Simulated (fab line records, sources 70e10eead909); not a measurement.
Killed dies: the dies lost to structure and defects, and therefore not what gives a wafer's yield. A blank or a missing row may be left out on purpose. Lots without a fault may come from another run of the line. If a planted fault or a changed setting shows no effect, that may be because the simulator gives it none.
Comparing a struck lot with a sound one || flow nandHarc || 18 out of 1302 route steps
Sound: the wafers L106.3, L106.4, L106.5. Wafers struck: L109.1, L109.3, L109.4. The cause comes at the end.
For every step that has rows: the tool of each side, followed by ch and its chambers, followed by its first start. Under that, the readings that differ: sound wafers || struck wafers || difference of the means || sigmas: that difference in standard deviations of wafers without a fault.
alike: readings with means less than 2 such deviations apart, plus words and numbers identical on both sides. not compared: withheld readings, readings lacking a value on some wafer, bounds such as >300 that could conceal the same value, and numbers that have no deviation in the record and whose values overlap.
Wherever a step has rows on one side only, a row that says differs or no value, or a row with sigmas, the two part there. Non-overlapping numbers with no deviation appear without sigmas and do not part them. A reading missing from all wafers of one side parts the sides only when that side holds two or more wafers.

NHARC_P_ZERO_WELL_CD_MEAS_11: target cd 500 nm.
  sound on cdSem-03 ch 0, day 2 07:14; struck on cdSem-01 ch 0, day 3 13:19
  alike: cdNm
then, 1 step without rows for these wafers: NHARC_P_ZERO_WELL_HARDBAKE_12 (time 65 s).
NHARC_P_ZERO_WELL_DESCUM_13: chemistry O2, time 3 s.
  sound on rieDiel-13 ch 0,1, day 2 07:23; struck on rieDiel-12 ch 1,2,3, day 3 13:28
{"reading": "drypumpMotorCurrentA (A)", "sound": "6.3 6.4 6.4", "struck": "5.7 5.4 5.7", "difference": -0.8, "sigmas": -2}
  alike: oesProductAu, rfVppV, showerheadPlenumPTorr, throttleValvePct
  not compared: rfHoursCounterH
NHARC_P_ZERO_WELL_ETCH_65: etches the open film in N2/H2, target depth 80 nm, overetch 24 nm, time 87.88 s.
  sound on rieDiel-13 ch 0,3, day 2 07:28; struck on rieDiel-12 ch 1,2,3, day 3 13:33
  alike: biasW, drypumpMotorCurrentA, oesProductAu, rfVppV, showerheadPlenumPTorr, throttleValvePct
  not compared: rfHoursCounterH
NHARC_P_ZERO_WELL_ETCH_62: etches the open film in CHF3/Ar, target depth 13 nm, time 6.5 s.
  sound: rieDiel-13 ch 0,1; struck: rieDiel-12 ch 0,1,2
  alike: biasW, drypumpMotorCurrentA, oesProductAu, rfVppV, showerheadPlenumPTorr, throttleValvePct
  not compared: rfHoursCounterH
NHARC_P_ZERO_WELL_ETCH_63: etches the open film in HBr/Cl2, target depth 120 nm, time 40.1 s.
  sound on rieSi-03 ch 1,2,3, day 2 07:47; struck on rieSi-02 ch 0,1,2, day 3 13:46
  alike: biasW, drypumpMotorCurrentA, oesProductAu, throttleValvePct
  not compared: rfHoursCounterH
then, 6 steps without rows for these wafers: NHARC_P_ZERO_WELL_STRIP_15 (strips in SPM, time 900 s); NHARC_P_ZERO_WELL_DEHYDRATE_16 (time 120 s); NHARC_P_ZERO_WELL_HMDS_17 (time 30 s); NHARC_P_ZERO_WELL_COAT_18; NHARC_P_ZERO_WELL_SOFTBAKE_19 (time 95 s); NHARC_P_ZERO_WELL_EBR_20.
NHARC_P_ZERO_WELL_EXPOSE_21: exposes mask P NWELL, target cd 720 nm.
  sound on krfScanner-02 ch 0, day 2 08:32; struck on krfScanner-04 ch 0, day 3 14:27
{"reading": "mask", "sound": "P_NWELL#0 P_NWELL#0 P_NWELL#0", "struck": "P_PWELL#0 P_PWELL#0 P_PWELL#0", "difference": "differs", "sigmas": ""}
  alike: stageVelMmS
then, 2 steps without rows for these wafers: NHARC_P_ZERO_WELL_PEB_22 (peb time 85 s); NHARC_P_ZERO_WELL_DEVELOP_23 (time 70 s).
NHARC_P_ZERO_WELL_CD_MEAS_24: target cd 720 nm.
  sound on cdSem-03 ch 0, day 2 08:41; struck on cdSem-02 ch 0, day 3 14:37
{"reading": "cdNm (nm)", "sound": "720.1 719.7 721.7", "struck": "- - -", "difference": "no value on the struck wafers", "sigmas": ""}
then, 1 step without rows for these wafers: NHARC_P_ZERO_WELL_HARDBAKE_25 (time 80 s).
-- the record jumps here: 22 days lie between the struck wafers' starts before and after (it left off in module P_ZERO_WELL and takes up again in module END, whose first step shown is number 1302 of the route) --
NHARC_END_SORT_01:
  only the struck wafers appear in the record here, on prober-01 ch 0 at day 25 13:46; the sound ones have no rows

WHERE THEY PART
First at NHARC_P_ZERO_WELL_DESCUM_13; last, within this record, at NHARC_END_SORT_01.

WHY: whatever the simulator had introduced
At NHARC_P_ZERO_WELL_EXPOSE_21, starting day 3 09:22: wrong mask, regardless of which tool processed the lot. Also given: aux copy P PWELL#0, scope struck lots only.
